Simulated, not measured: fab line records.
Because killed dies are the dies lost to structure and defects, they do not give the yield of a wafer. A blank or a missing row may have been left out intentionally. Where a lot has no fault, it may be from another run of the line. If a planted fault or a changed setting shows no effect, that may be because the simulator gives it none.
fab line records	flow nandHarc
record: lots: 14	wafers: 42	lastDay: 25
route steps=1159 shown A_STAIRCASE@628 A_BONDPAD@1078 THIN_TSV@1102 END@1159
lots with no fault: from the same line, run without faults
startH: hours from the record's first day to the start of the lot's first wafer shown	waitH: hours from the lot's prior step to this one	" identical to the entry in the row above	L1.1+2: a single row standing in for several wafers	- value missing, or start not given	* or withheld: withheld	< > ~ a bound
route shown NAME@n: NAME is a module with steps in the file, n the number in the route of the first one	usual: mean/standard deviation of fault-free wafers	same: alike in all rows	chamber/n: place in a boat	sites: per-site readings	_std_site: standard deviation across them	_edge_site: the outer-site mean with the inner-site mean subtracted	radiusMm: for every site, how far away it sits from the centre of the wafer	mask NAME#n: copy n	behind: the tool/chamber that last shaped the wafer	hold: reason for holding the lot/hours on hold/outcome of the hold	device: whichever transistor did not switch (one of n, p or np)	end of line: the same wafers' tests at the end of the route	where a step has no rows: the recipe by itself	killed: dies lost to structure and defects at the first sort, not the wafer's yield	map: dies across one wafer; x = killed, . = not, _ = none there
set.NAME: the run value of the setting; set.NAME@STEP: its run value at that earlier step	model.NAME: the simulator's own value behind a step, which no gauge read
a sample of lots followed through the steps of the route, with each step as a table and each wafer as a row
services: the hour from which a tool's chamber was out of use, counted from the record's first day as startH (under 0 if before that day), plus the number of hours and why
== steps ==
step: NHARC_A_STAIRCASE_ETCH_234
recipe: targetDepthA: 1000	timeS: 40.5	ionEnergyEv: 400	c4f8FlowSccm: 20	o2FlowSccm: 10	arFlowSccm: withheld	rfW: 600	biasW: 1000	chemistry: C4F8/O2
usual: oesProductAu: 0.941/0.012	rfVppV: 898/4.1
lot.wafer	tool	chamber	startH	waitH	oesProductAu	rfHoursCounterH	rfVppV
L563.2	rieDiel-08	3	254.06	-	0.942	43	901
L563.1	"	0	"	"	0.954	44	893
L563.5	"	3	"	"	0.954	-	901
L565.1	rieDiel-12	3	255.59	-	0.951	13	901
L565.6	"	0	"	"	0.932	-	892
L565.5	"	1	"	"	0.944	-	892
L568.1	rieDiel-04	0	269.11	-	0.940	54	897
L568.4	"	2	"	"	0.935	57	897
L568.6	"	0	"	"	0.935	-	899
L566.1	rieDiel-04	0	269.18	-	0.928	54	898
L566.3	"	2	"	"	0.935	57	897
L566.6	"	1	"	"	0.944	-	898
L567.4	rieDiel-12	2	274.61	-	0.943	23	904
L567.3	"	3	"	"	0.941	22	903
L567.5	"	3	"	"	0.940	-	903
L569.1	rieDiel-12	1	293.16	-	0.923	29	892
L569.6	"	2	"	"	0.938	-	903
L569.5	"	3	"	"	0.949	-	902
L572.3	rieDiel-04	1	299.28	-	0.937	1	900
L572.2	"	3	"	"	0.948	0	897
L572.5	"	1	"	"	0.939	-	900
L573.1	rieDiel-04	3	301.19	-	0.961	1	897
L573.4	"	0	"	"	0.938	1	896
L573.6	"	3	"	"	0.959	-	896
L574.3	rieDiel-04	0	327.51	-	0.921	11	897
L574.2	"	2	"	"	0.942	8	897
L574.6	"	0	"	"	0.939	-	897
L581.4	rieDiel-12	3	347.24	-	0.925	50	903
L581.2	"	0	"	"	0.918	45	891
L581.5	"	2	"	"	0.915	-	904
L579.2	rieDiel-12	0	354.33	-	0.943	48	892
L579.1	"	2	"	"	0.943	53	904
L579.6	"	1	"	"	0.928	-	893
L584.1	rieDiel-12	1	369.66	-	0.951	57	892
L584.2	"	3	"	"	0.931	57	902
L584.4	"	0	"	"	0.939	54	891
L586.1	rieDiel-04	0	387.18	-	0.921	34	897
L586.5	"	0	"	"	0.912	-	896
L586.6	"	1	"	"	0.935	-	900
L585.3	rieDiel-08	3	387.37	-	0.932	32	900
L585.5	"	3	"	"	0.940	-	901
L585.6	"	0	"	"	0.940	-	893
step: NHARC_A_BONDPAD_CD_MEAS_13
usual: cdNm: 498.8/2
lot.wafer	tool	chamber	startH	waitH	cdNm
L563.1	cdSem-01	-	410.03	-	497.5
L563.2	"	-	"	"	502.1
L563.5	"	-	"	"	498.6
L565.1	cdSem-03	-	414.35	-	499.8
L565.5	"	-	"	"	500.3
L565.6	"	-	"	"	499.5
L568.1	cdSem-01	-	421.08	-	503.2
L568.4	"	-	"	"	500.4
L568.6	"	-	"	"	500.3
L566.1	cdSem-03	-	421.79	-	500.7
L566.3	"	-	"	"	501.5
L566.6	"	-	"	"	504.6
L567.3	cdSem-02	-	440.46	-	497.5
L567.4	"	-	"	"	495.3
L567.5	"	-	"	"	497.8
L573.1	cdSem-01	-	460.96	-	497.3
L573.4	"	-	"	"	502.8
L573.6	"	-	"	"	498.6
L569.1	cdSem-01	-	461.33	-	496.2
L569.5	"	-	"	"	497.6
L569.6	"	-	"	"	497.4
L572.2	cdSem-02	-	464.19	-	498.3
L572.3	"	-	"	"	500.5
L572.5	"	-	"	"	500.3
L574.2	cdSem-02	-	477.25	-	498.7
L574.3	"	-	"	"	496.2
L574.6	"	-	"	"	499.0
L579.1	cdSem-02	-	513.98	-	497.0
L579.2	"	-	"	"	501.6
L579.6	"	-	"	"	501.0
L581.2	cdSem-03	-	515.12	-	495.0
L581.4	"	-	"	"	498.9
L581.5	"	-	"	"	501.6
L585.3	cdSem-02	-	551.65	-	498.0
L585.5	"	-	"	"	496.1
L585.6	"	-	"	"	497.1
L584.1	cdSem-02	-	552.26	-	500.5
L584.2	"	-	"	"	498.9
L584.4	"	-	"	"	499.3
L586.1	cdSem-03	-	552.84	-	500.7
L586.5	"	-	"	"	496.6
L586.6	"	-	"	"	499.0
step: NHARC_A_BONDPAD_PVD_17
recipe: targetThkA: 50	biasV: 168.6	powerW: 15000	chamberPressurePa: 0.12	timeS: 8.06	substrateTempC: 50	material: TaN
usual: throttleValvePct: 30.8/1.1
lot.wafer	tool	chamber	startH	waitH	throttleValvePct
L563.1	pvdSputter-02	-	-	-	30.9
L563.2	"	-	"	"	32.3
L563.5	"	-	"	"	31.6
L565.1	pvdSputter-02	-	-	-	31.7
L565.5	"	-	"	"	31.8
L565.6	"	-	"	"	31.3
L568.4	pvdSputter-01	-	-	-	27.9
L568.1	"	-	"	"	29.8
L568.6	"	-	"	"	27.7
L566.3	pvdSputter-02	-	-	-	31.8
L566.1	"	-	"	"	32.5
L566.6	"	-	"	"	31.1
L567.3	pvdSputter-03	-	-	-	30.1
L567.4	"	-	"	"	30.8
L567.5	"	-	"	"	30.3
L573.1	pvdSputter-01	-	-	-	30.1
L573.4	"	-	"	"	27.8
L573.6	"	-	"	"	29.7
L569.1	pvdSputter-02	-	-	-	30.7
L569.5	"	-	"	"	30.5
L569.6	"	-	"	"	31.5
L572.2	pvdSputter-01	-	-	-	30.4
L572.3	"	-	"	"	29.9
L572.5	"	-	"	"	27.6
L574.2	pvdSputter-01	-	-	-	32.2
L574.3	"	-	"	"	27.7
L574.6	"	-	"	"	32.4
L579.1	pvdSputter-02	-	-	-	30.9
L579.2	"	-	"	"	31.9
L579.6	"	-	"	"	32.2
L581.4	pvdSputter-02	-	-	-	30.9
L581.2	"	-	"	"	32.4
L581.5	"	-	"	"	30.9
L585.3	pvdSputter-02	-	-	-	31.0
L585.5	"	-	"	"	31.8
L585.6	"	-	"	"	31.1
L584.2	pvdSputter-03	-	-	-	29.9
L584.1	"	-	"	"	30.0
L584.4	"	-	"	"	30.8
L586.1	pvdSputter-02	-	-	-	30.9
L586.6	"	-	"	"	30.8
L586.5	"	-	"	"	31.7
step: NHARC_THIN_TSV_CMP_01
recipe: targetThkUm: 3
usual: motorCurrentA: 12.4/1.2
lot.wafer	tool	chamber	startH	waitH	motorCurrentA
L565.1	cmp-01	1	428.09	1.1	11.4
L565.6	"	3	"	"	11.1
L565.5	"	0	"	"	15.1
L563.2	cmp-02	2	430.49	0.9	12.4
L563.1	"	3	"	"	12.1
L563.5	"	2	"	"	12.3
L568.4	cmp-02	1	436.17	0.5	14.3
L568.1	"	2	"	"	11.9
L568.6	"	0	"	"	12.4
L566.1	cmp-02	1	437.34	1.0	13.8
L566.3	"	3	"	"	12.6
L566.6	"	2	"	"	12.3
L567.4	cmp-04	1	456.24	0.5	11.9
L567.3	"	2	"	"	10.5
L567.5	"	0	"	"	12.6
L573.1	cmp-02	2	474.71	1.0	12.7
L573.4	"	1	"	"	13.5
L573.6	"	3	"	"	12.3
L569.1	cmp-04	2	476.18	1.1	10.0
L569.5	"	3	"	"	11.6
L569.6	"	0	"	"	12.7
L572.2	cmp-02	1	477.30	0.8	14.1
L572.3	"	0	"	"	12.2
L572.5	"	1	"	"	14.1
L574.3	cmp-02	2	491.97	0.7	11.5
L574.2	"	3	"	"	11.7
L574.6	"	1	"	"	14.6
L579.2	cmp-01	2	530.59	0.9	11.0
L579.1	"	3	"	"	11.6
L579.6	"	0	"	"	14.5
L581.4	cmp-04	1	532.95	0.4	12.0
L581.2	"	3	"	"	12.0
L581.5	"	0	"	"	13.3
L585.3	cmp-02	1	565.67	0.7	13.9
L585.6	"	0	"	"	11.5
L585.5	"	1	"	"	14.1
L584.2	cmp-01	3	566.83	0.8	11.3
L584.4	"	1	"	"	11.9
L584.1	"	2	"	"	11.3
L586.1	cmp-04	2	568.07	1.1	10.5
L586.5	"	1	"	"	11.9
L586.6	"	2	"	"	10.4
step: NHARC_END_SORT_01
recipe: tempC: 25
usual: killedAtArray: 28/8.6	killedAtOther: 0.7/1.2	killedAtPeriphery: 3.1/2.3	killedDies: 32/8.7	killedOpen: 3.2/1.7	killedShort: 2.0/1.5
same: grossDies: 677
lot.wafer	tool	chamber	startH	waitH	killedAtArray	killedAtOther	killedAtPeriphery	killedDies	killedOpen	killedShort
L579.1	prober-01	0	549.15	2.5	149	0	3	152	2	1
L579.2	prober-01	0	549.95	2.8	128	0	6	134	2	0
L579.6	prober-01	0	553.14	4.0	94	0	7	101	3	0
L581.2	prober-02	0	554.92	2.8	136	0	3	139	1	0
L581.4	prober-02	0	556.55	3.4	111	0	4	115	3	1
L581.5	prober-02	0	557.36	3.7	123	0	3	126	4	1
L584.1	prober-01	0	582.42	2.5	74	1	0	75	2	2
L584.2	prober-01	0	583.22	2.8	108	1	1	110	3	3
L584.4	prober-01	0	584.80	3.4	123	1	1	125	0	1
killed by level:class
L579.1 A_STAIRCASE:unspecified=104 A_CHANNEL_HOLE_D1:chamberFilmFlake=23 A_SLIT:chamberFilmFlake=10 A_CONTACT:chamberFilmFlake=5 P_ZERO_WELL:chamberFilmFlake=3 A_BONDPAD:chamberFilmFlake=3 A_ONON_D1:geometricParticle:open=1 A_CONTACT:geometricParticle:open=1
L579.2 A_STAIRCASE:unspecified=105 A_CONTACT:chamberFilmFlake=9 A_CHANNEL_HOLE_D1:chamberFilmFlake=8 P_ZERO_WELL:chamberFilmFlake=5 A_STAIRCASE:chamberFilmFlake=2 A_WL_FILL:chamberFilmFlake=2 P_M0:geometricParticle:open=1 A_ONON_D1:geometricParticle:open=1
L579.6 A_STAIRCASE:unspecified=54 A_CHANNEL_HOLE_D1:chamberFilmFlake=17 A_SLIT:chamberFilmFlake=10 A_CONTACT:chamberFilmFlake=9 P_ZERO_WELL:chamberFilmFlake=3 P_M2:chamberFilmFlake=2 P_GATE:geometricParticle:open=1 A_BLC:geometricParticle:open=1
L581.2 A_STAIRCASE:unspecified=105 A_CHANNEL_HOLE_D1:chamberFilmFlake=21 A_STAIRCASE:chamberFilmFlake=4 P_ZERO_WELL:chamberFilmFlake=2 A_CONTACT:chamberFilmFlake=2 A_BONDPAD:chamberFilmFlake=2 A_CONTACT:geometricParticle:open=1 P_GATE:chamberFilmFlake=1
L581.4 A_STAIRCASE:unspecified=84 A_CHANNEL_HOLE_D1:chamberFilmFlake=19 P_ZERO_WELL:chamberFilmFlake=2 A_CONTACT:chamberFilmFlake=2 A_BONDPAD:chamberFilmFlake=2 P_CONTACT:geometricParticle:open=1 P_M2:geometricParticle:open=1 A_ONON_D1:geometricParticle:short=1
L581.5 A_STAIRCASE:unspecified=109 A_CHANNEL_HOLE_D1:chamberFilmFlake=6 A_CONTACT:geometricParticle:open=2 P_ZERO_WELL:chamberFilmFlake=2 A_CONTACT:chamberFilmFlake=2 P_CONTACT:geometricParticle:open=1 A_CHANNEL_HOLE_D1:geometricParticle:short=1 A_M1:geometricParticle:open=1
L584.1 A_STAIRCASE:unspecified=55 A_CHANNEL_HOLE_D1:chamberFilmFlake=7 A_STAIRCASE:chamberFilmFlake=3 A_CONTACT:chamberFilmFlake=2 A_M1:chamberFilmFlake=2 A_CHANNEL_FILL_D1:geometricParticle:open=1 A_CONTACT:geometricParticle:short=1 A_BLC:geometricParticle:short=1
L584.2 A_STAIRCASE:unspecified=84 A_CHANNEL_HOLE_D1:chamberFilmFlake=7 A_STAIRCASE:chamberFilmFlake=4 A_CONTACT:chamberFilmFlake=4 A_M1:chamberFilmFlake=3 A_WL_FILL:geometricParticle:short=2 P_M2:geometricParticle:open=1 A_SOURCE_PLATE:geometricParticle:open=1
L584.4 A_STAIRCASE:unspecified=108 A_CONTACT:chamberFilmFlake=5 A_CHANNEL_HOLE_D1:chamberFilmFlake=3 A_STAIRCASE:chamberFilmFlake=2 A_SLIT:chamberFilmFlake=2 A_M1:chamberFilmFlake=2 A_CONTACT:geometricParticle:short=1 P_STI:chamberFilmFlake=1
== services ==
tool	chamber	startH	hours	kind
rieDiel-12	1	235.84	2.4	repair
rieDiel-12	0	245.72	8.6	repair
cmp-04	-	250.04	0.5	repair
cmp-04	-	261.38	4.8	repair
cmp-02	-	277.91	6.2	repair
cmp-04	-	280.00	3.6	repair
rieDiel-04	-	288.92	9.0	pm
cmp-04	-	301.00	4.0	pm
cmp-02	-	324.76	4.0	pm
pvdSputter-02	-	388.15	2.2	repair
pvdSputter-02	-	392.00	10.0	pm
cmp-02	-	398.69	0.6	repair
cmp-02	-	400.53	1.0	repair
cmp-02	-	422.76	4.0	pm
cmp-02	-	444.38	0.4	repair
rieDiel-04	-	466.05	9.0	pm
cmp-02	-	468.98	1.7	repair
rieDiel-04	-	476.57	1.2	repair
cmp-02	-	500.94	2.2	repair
cmp-02	-	506.22	6.2	repair
rieDiel-04	2	516.64	13.8	repair
cmp-02	-	520.76	4.0	pm
rieDiel-12	1	548.27	7.4	repair
rieDiel-12	-	556.46	9.0	pm
== key ==
firstSign: step: NHARC_END_SORT_01	reading: killedAtArray	direction: up	sigmas: 10	usual: 28	struck: 116
effect: step: NHARC_END_SORT_01	reading: killedDies	direction: up	sigmas: 10	usual: 32	struck: 120
moreKillsBornAt: NHARC_A_STAIRCASE_ETCH_234@rieDiel-12: 803
metAt NHARC_A_STAIRCASE_ETCH_234
struckLots L579,L581,L584
testerLeftOut L579,L581,L584
notActingAt NHARC_A_BONDPAD_CD_MEAS_13,NHARC_A_BONDPAD_PVD_17,NHARC_THIN_TSV_CMP_01
onsetBetween 293.16 347.24
fault: kind: chamberParticleSource	tool: rieDiel-12	chamber: -	onsetH: 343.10	steps: NHARC_A_STAIRCASE_ETCH_234	ratePerVisitCm2: 1.9748	endH: 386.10
testerLeftOut: of these lots the tester's yield and bins aren't shown, on N5 and GAA mostly nor the transistor test; their killed dies are dies lost to structure and defects alone, not to doping, threshold or leakage, so they don't give the yield
